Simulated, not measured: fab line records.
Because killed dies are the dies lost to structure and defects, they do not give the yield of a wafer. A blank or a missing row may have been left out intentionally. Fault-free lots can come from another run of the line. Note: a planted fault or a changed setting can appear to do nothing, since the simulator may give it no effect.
Chamber matching ; flow nand-harc ; ald-metal-03 running NHARC_A_CONTACT_ALD_18: 4 sister chambers
The step deposits TiN, target thk 3 nm, pulse time 1 s, ald cycles 150. 4 wafers are shown with their chamber, then 7 later ones without.

== WAFERS PAIRED WITH THEIR CHAMBERS ==
wafer;chamber;heater-power-w (W)
L430.4;0;1002
L435.6;3;1025
L437.4;2;1327
L437.5;1;1127

== WAFERS WITH NO CHAMBER GIVEN ==
wafer;heater-power-w (W)
L437.6;1047
L439.1;1078
L439.2;1149
L439.3;1371
L440.2;1328
L440.3;1092
L440.5;1124

== THE CHAMBER EACH PASSED THROUGH ==
wafer;from the rows above;in truth
L437.6;can't be placed: 3 or 0 or 1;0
L439.1;can't be placed: 1 or 3 or 0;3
L439.2;1;1
L439.3;2;2
L440.2;2;2
L440.3;can't be placed: 1 or 3 or 0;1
L440.5;1;1
Placed correctly: 4 of 7. Can't be placed from these rows: 3 (the true chamber is among the candidates in 3). 0 placed wrongly.
How it was worked out, from the rows above alone: a wafer's distance from a chamber is the root of the sum, over the readings, of the square of ((its reading less the chamber's mean) divided by the reading's scatter). The wafer belongs to the nearest chamber; if the next one is less than 2 further off, it can't be placed. The mean given for a chamber averages the wafers shown for that chamber. The scatter: root of mean squared gap, hidden wafer to nearest shown wafer, with one shown wafer a chamber.
